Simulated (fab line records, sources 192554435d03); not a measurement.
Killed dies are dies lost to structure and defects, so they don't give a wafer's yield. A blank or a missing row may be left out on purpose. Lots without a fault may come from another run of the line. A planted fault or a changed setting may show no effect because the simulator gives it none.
A struck lot beside a sound one | flow n5_finfet | 15 steps out of a route of 1938
Sound: wafers L539.1, L539.2, L539.6. Struck: wafer L550.4. (L550.2, L550.6 of the same lot were not struck and are left out.) The cause comes at the end.
At each step with rows: each side's tool, then ch and its chambers, then its first start. Under that, the readings that differ: sound wafers | struck wafers | difference of the means | sigmas: that difference in standard deviations of wafers without a fault.
alike: readings whose means differ by less than 2 such deviations, and words and numbers that are the same on both sides. not compared: withheld readings, readings that some wafer has no value for, bounds like >300 that may hide the same value, and numbers for which the record gives no deviation and whose values overlap.
The two part at a step that has a row with sigmas, a row that says differs or no value, or rows on one side only. Numbers that don't overlap but have no deviation are shown without sigmas and don't part them. A reading that every wafer of one side lacks parts them only if that side has two wafers or more.

first, 8 steps without rows for these wafers: N5_MIM_BOT_LITHO_HMDS_01 (time 60 s); N5_MIM_BOT_LITHO_COAT_02; N5_MIM_BOT_LITHO_EBR_04; N5_MIM_BOT_LITHO_SOFTBAKE_03 (time 90 s); N5_MIM_BOT_LITHO_EXPOSE_05 (exposes mask MIM BOT); N5_MIM_BOT_LITHO_PEB_06; N5_MIM_BOT_LITHO_DEVELOP_07 (develop time 60 s); N5_MIM_BOT_LITHO_HARDBAKE_09 (time 120 s).
N5_MIM_BOT_LITHO_CD_MEAS_08: target cd 3000 nm.
  sound on cd_sem-02 ch 0, day 12 08:37; struck on cd_sem-01 ch 0, day 16 00:44
  alike: cd_nm
N5_MIM_BOT_LITHO_OVL_MEAS_11:
  sound on overlay-02 ch 0, day 12 08:39; struck on overlay-01 ch 0, day 16 00:46
  alike: MIM_BOT_OVL
N5_MIM_BOT_LITHO_INSPECT_12: inspects for defects (macro).
  sound on defect_inspect-02, day 12 08:40; struck on defect_inspect-01, day 16 00:47
  reading          | sound | struck | difference | sigmas
  raw_defect_count | 0 0 0 | 4      | +4         | +3
N5_MIM_BOT_LITHO_DESCUM_10: chemistry O2, time 7.9 s.
  sound on rie_diel-06 ch 1,3, day 12 08:42; struck on rie_diel-06 ch 3, day 16 00:49
  reading                | sound             | struck | difference | sigmas
  throttle_valve_pct (%) | 20.94 20.15 20.96 | 20.18  | -0.50      | -2
  alike: drypump_motor_current_A, oes_product_au, rf_vpp_V, showerhead_plenum_p_Torr
  not compared: rf_hours_counter_h
N5_MIM_BOT_ETCH_ETCH_04: etches SiNx in CF4/O2, target depth 26 nm, time 13 s.
  sound on rie_diel-06 ch 1,3, day 12 08:46; struck on rie_diel-06 ch 3, day 16 00:53
  reading                  | sound             | struck | difference | sigmas
  oes_f_703_au (a.u.)      | 0.67 0.69 0.67    | 0.48   | -0.20      | -2
  rf_fwd_power_W (W)       | 534.4 531.2 532.8 | 405.0  | -127.8     | -67
  rf_vpp_V (V)             | 248 242 249       | 282    | +36        | +8
  throttle_valve_pct (%)   | 16.45 15.72 16.45 | 15.77  | -0.44      | -2
  model.etch.depth_nm (nm) | 25.4 25.47 25.37  | 20.1   | -5.3       |
  alike: drypump_motor_current_A, oes_product_au, showerhead_plenum_p_Torr
  not compared: rf_hours_counter_h
N5_MIM_BOT_ETCH_ETCH_03: etches the open film in Cl2/BCl3, target depth 12 nm.
  sound on rie_metal-01 ch 0,1, day 12 08:52; struck on rie_metal-03 ch 0, day 16 00:58
  reading                     | sound       | struck | difference | sigmas
  drypump_motor_current_A (A) | 4.6 5.8 4.6 | 6.4    | +1.4       | +2
  alike: oes_product_au, rf_fwd_power_W, throttle_valve_pct
  not compared: rf_hours_counter_h
N5_PASSIVATION_PROBE_49:
  sound on prober-01, day 12 18:02; struck on prober-01, day 16 11:51
  reading            | sound    | struck | difference | sigmas
  killed_at_M0_to_M3 | 48 50 43 | 23     | -24        | -2
  alike: defect_limited_yield, killed_at_M4_up, killed_at_contacts, killed_at_front_end, killed_at_other, killed_dies, killed_open, killed_short, sort_bin_5_function, sort_bin_6_memory, sort_bin_8_speed, sort_n_pass, sort_yield_pct

WHERE THEY PART
First at N5_MIM_BOT_LITHO_INSPECT_12; last, within this record, at N5_PASSIVATION_PROBE_49.

WHY: what the simulator had put in
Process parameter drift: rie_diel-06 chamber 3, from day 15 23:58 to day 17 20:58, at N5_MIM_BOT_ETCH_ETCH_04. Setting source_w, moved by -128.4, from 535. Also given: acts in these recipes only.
